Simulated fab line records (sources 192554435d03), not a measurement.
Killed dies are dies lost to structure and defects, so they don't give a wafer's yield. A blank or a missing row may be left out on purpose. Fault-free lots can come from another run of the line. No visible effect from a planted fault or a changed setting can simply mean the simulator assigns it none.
What tool caused it?	flow n5_finfet	10 lots, 30 wafers sampled, at 3 steps of a route of 1938

WHAT THE GAUGES SHOWED, per wafer
N5_BEOL_M12_OVL_MEAS_29. Usual: M12_OVL gives 4 nm (standard deviation 5.6).
lot	measured	on	M12_OVL (nm)	flag
L222	day 10 09:09	overlay-01	11 0 6	
L221	day 10 23:23	overlay-01	6 6 -1	
L224	day 11 00:49	overlay-02	-7 2 2	
L223	day 11 03:22	overlay-02	1 6 -2	
L225	day 11 13:26	overlay-02	2 13 5	
L228	day 12 03:08	overlay-02	3 5 14	
L234	day 14 11:03	overlay-02	12 18 17	
L238	day 15 00:01	overlay-02	-3 1 -3	
L241	day 15 16:02	overlay-01	-1 3 7	
L239	day 15 17:38	overlay-02	12 3 7	

TOOL THAT RAN EACH LOT (tool first, then ch and the chambers of the sampled wafers, then the start)
lot	N5_BEOL_M10_DEP_56	N5_BEOL_M12_ETCH_59
L222	pecvd-03 ch 1,2, day 9 23:16	rie_diel-05 ch 2,3, day 10 08:09
L221	pecvd-01 ch 0,1, day 10 14:47	rie_diel-05 ch 1,2,3, day 10 22:34
L224	pecvd-02 ch 0,1,2, day 10 14:54	rie_diel-02 ch 0,2,3, day 10 23:52
L223	pecvd-01 ch 0,2, day 10 16:42	rie_diel-05 ch 1,3, day 11 02:26
L225	pecvd-02 ch 0,1,2, day 11 04:06	rie_diel-02 ch 0,1,3, day 11 12:30
L228	pecvd-01 ch 0,2, day 11 17:26	rie_diel-06 ch 0,2, day 12 02:11
L234	pecvd-03 ch 0,1, day 14 00:43	rie_diel-05 ch 1,2,3, day 14 10:14
L238	pecvd-02 ch 0,2, day 14 15:33	rie_diel-06 ch 1,2, day 14 23:05
L241	pecvd-01 ch 0,2, day 15 06:00	rie_diel-02 ch 0,2,3, day 15 15:06
L239	pecvd-03 ch 0,1,2, day 15 07:18	rie_diel-02 ch 2,3, day 15 16:41
- N5_BEOL_M10_DEP_56: deposits SiCN from 3MS/NH3, target thk 15 nm, time 26.5 s.
- N5_BEOL_M12_ETCH_59: etches BARC in N2/H2, target depth 89 nm, overetch 26.7 nm, time 67.9 s.

WHAT THE TOOLS THEMSELVES READ (means of the sampled wafers that have a number; where no wafer has one, the mark that the record gives instead)
N5_BEOL_M10_DEP_56. Usual: showerhead_plenum_p_Torr 3.671 Torr, standard deviation 0.016; throttle_valve_pct 8.95 %, standard deviation 0.28.
lot	tool	showerhead_plenum_p_Torr (Torr)	throttle_valve_pct (%)	flag
L222	pecvd-03	3.678	9.05	
L221	pecvd-01	3.663	9.22	
L224	pecvd-02	3.664	8.73	
L223	pecvd-01	3.670	8.93	
L225	pecvd-02	3.658	8.90	
L228	pecvd-01	3.665	8.87	
L234	pecvd-03	3.683	9.26	
L238	pecvd-02	3.665	8.73	
L241	pecvd-01	3.667	8.90	
L239	pecvd-03	3.685	9.06	

N5_BEOL_M12_ETCH_59. Usual: drypump_motor_current_A 5.6 A, standard deviation 0.56; h2_flow_sccm 200.1 sccm, standard deviation 0.59; n2_flow_sccm 199.9 sccm, standard deviation 0.63; oes_product_au 0.71 a.u., standard deviation 0.064; rf_vpp_V 524.3 V, standard deviation 2.7; showerhead_plenum_p_Torr 2.55 Torr, standard deviation 0.089; throttle_valve_pct 17.65 %, standard deviation 0.26.
lot	tool	drypump_motor_current_A (A)	h2_flow_sccm (sccm)	n2_flow_sccm (sccm)	oes_product_au (a.u.)	rf_vpp_V (V)	showerhead_plenum_p_Torr (Torr)	throttle_valve_pct (%)	flag
L222	rie_diel-05	5.5	201.1	199.4	0.77	523.2	2.52	17.59	
L221	rie_diel-05	5.3	199.5	200.5	0.74	523.1	2.51	17.51	
L224	rie_diel-02	5.6	199.9	200.0	0.69	524.8	2.56	17.50	
L223	rie_diel-05	5.2	199.8	200.1	0.78	523.2	2.49	17.41	
L225	rie_diel-02	5.8	199.1	200.1	0.65	523.2	2.54	17.76	
L228	rie_diel-06	6.0	200.5	200.1	0.63	522.8	2.49	18.10	
L234	rie_diel-05	5.3	193.3	199.9	0.70	523.5	2.48	17.37	OFF
L238	rie_diel-06	5.6	200.7	199.7	0.75	524.9	2.55	17.67	
L241	rie_diel-02	5.6	199.8	199.7	0.67	524.3	2.55	17.59	
L239	rie_diel-02	5.6	199.8	200.1	0.66	524.6	2.57	17.70	

THE ANSWER, worked out from the rows above alone
Rule: a lot is off if the mean of its wafers that have a number lies more than 3 standard deviations from the usual mean. A lot without any number at a reading at which 4 lots or more have one is off too. Where the step has rows for the other lots, those lots are counted as sound. After the gauges, taken in route order, come the tools' own readings; for these a lot's mean is taken, as printed above. At the first step where some lot is off, the reading lying furthest off is the one used; lots without a number count as furthest.
Off, at N5_BEOL_M12_ETCH_59 on h2_flow_sccm: L234.
If a tool, at that step or one of the process steps before it, ran each lot that is off and ran no sound lot following the first of them, it fits. One fits: rie_diel-05 at N5_BEOL_M12_ETCH_59. Its last sound lot is L223 (day 11 02:26), its first lot that is off L234 (day 14 10:14): a fault that began between those two fits.
The tool's own readings at N5_BEOL_M12_ETCH_59 bear it out: on the lots that are off they differ by more than 5 times the standard deviation of the sound lots' means. h2_flow_sccm reads 193.3 sccm there against 200.0 sccm on the sound lots.

WHAT WAS PUT IN BY THE SIMULATOR
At N5_BEOL_M12_ETCH_59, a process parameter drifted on rie_diel-05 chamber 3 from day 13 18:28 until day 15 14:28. Setting h2_flow_sccm, moved by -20, from 200. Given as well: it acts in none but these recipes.
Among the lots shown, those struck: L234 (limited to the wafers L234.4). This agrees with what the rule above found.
